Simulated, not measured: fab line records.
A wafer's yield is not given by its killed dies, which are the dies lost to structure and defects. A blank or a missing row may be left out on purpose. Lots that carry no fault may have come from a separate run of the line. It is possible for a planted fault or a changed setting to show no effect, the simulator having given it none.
Struck lot and sound lot, side by side	flow n5Finfet	14 steps out of a route of 1938
Sound: the wafers L315.4, L315.5, L315.6. Struck: wafers L309.2, L309.3, L309.6. The cause is named last.
At each step with rows: each side's tool, then ch and its chambers, then its first start. Under that, the readings that differ: sound wafers	struck wafers	difference of the means	sigmas: that difference in standard deviations of wafers without a fault.
alike: readings with means less than 2 such deviations apart, plus words and numbers identical on both sides. not compared: withheld readings, readings lacking a value on some wafer, bounds such as >300 that could conceal the same value, and numbers that have no deviation in the record and whose values overlap.
The two part at a step that has a row with sigmas, a row that says differs or no value, or rows on one side only. When numbers do not overlap yet have no deviation, they are printed without sigmas and do not part them. A reading that every wafer of one side lacks parts them only if that side has two wafers or more.

first, 1 step without rows for these wafers: N5_BEOL_M6_STRIP_68 (strips in N2/H2).
N5_BEOL_M6_STRIP_67: strips in CF4.
  sound on rieDiel-04 ch 0,3, day 13 15:36; struck on rieDiel-01 ch 1,3, day 12 11:01
  alike: chamberPressureMTorr, drypumpMotorCurrentA, oesProductAu, rfVppV, showerheadPlenumPTorr, throttleValvePct
  not compared: rfHoursCounterH
N5_BEOL_M6_HM_OPEN_17: chemistry Cl2/BCl3, target TiN, target depth 20 nm, overetch 6 nm.
  sound on rieMetal-02 ch 0,1, day 13 15:40; struck on rieMetal-02 ch 0,1, day 12 11:04
  alike: chamberPressureMTorr, drypumpMotorCurrentA, mfcArSccm, mfcCl2Sccm, oes_ar_750_au, oesProductAu, throttleValvePct
  not compared: rfHoursCounterH
N5_BEOL_M6_STRIP_19: strips in O2.
  sound on rieDiel-03 ch 1,2,3, day 13 15:46; struck on rieDiel-01 ch 0,1,2, day 12 11:13
  alike: chamberPressureMTorr, drypumpMotorCurrentA, oesProductAu, rfVppV, showerheadPlenumPTorr, throttleValvePct
  not compared: rfHoursCounterH
N5_BEOL_M6_CD_MEAS_18: pitch 80 nm, target cd 40 nm.
  sound on cdSem-03 at day 13 15:50; struck on cdSem-03 at day 12 11:17
  alike: cdNm
then, 7 steps without rows for these wafers: N5_BEOL_M6_COAT_63 (time 60 s, resist thk 60 nm); N5_BEOL_M6_COAT_64 (time 60 s, resist thk 12 nm); N5_BEOL_M6_COAT_71 (time 60 s, resist thk 5 nm); N5_BEOL_M6_COAT_22 (resist thk 30 nm); N5_BEOL_M6_EBR_24; N5_BEOL_M6_SOFTBAKE_23 (time 60 s); N5_BEOL_M6_EXPOSE_25 (exposes mask V5, target cd 40 nm).
N5_BEOL_M6_PEB_26: peb time 60 s.
  struck on lithoTrack-01, day 12 12:55; sound on lithoTrack-01 ch 0, day 13 17:46
  no value came back on the struck wafers for chillPlateTempC (C), exhaustPa (Pa), heaterPowerTotalW (W); on the sound wafers chillPlateTempC (C) reads 23.02 22.96 23.09
then, 1 step without rows for these wafers: N5_BEOL_M6_DEVELOP_27 (develop time 30 s).

## WHERE THEY PART
At N5_BEOL_M6_PEB_26 and nowhere else, as far as this record goes.

WHY: what had been put in by the simulator
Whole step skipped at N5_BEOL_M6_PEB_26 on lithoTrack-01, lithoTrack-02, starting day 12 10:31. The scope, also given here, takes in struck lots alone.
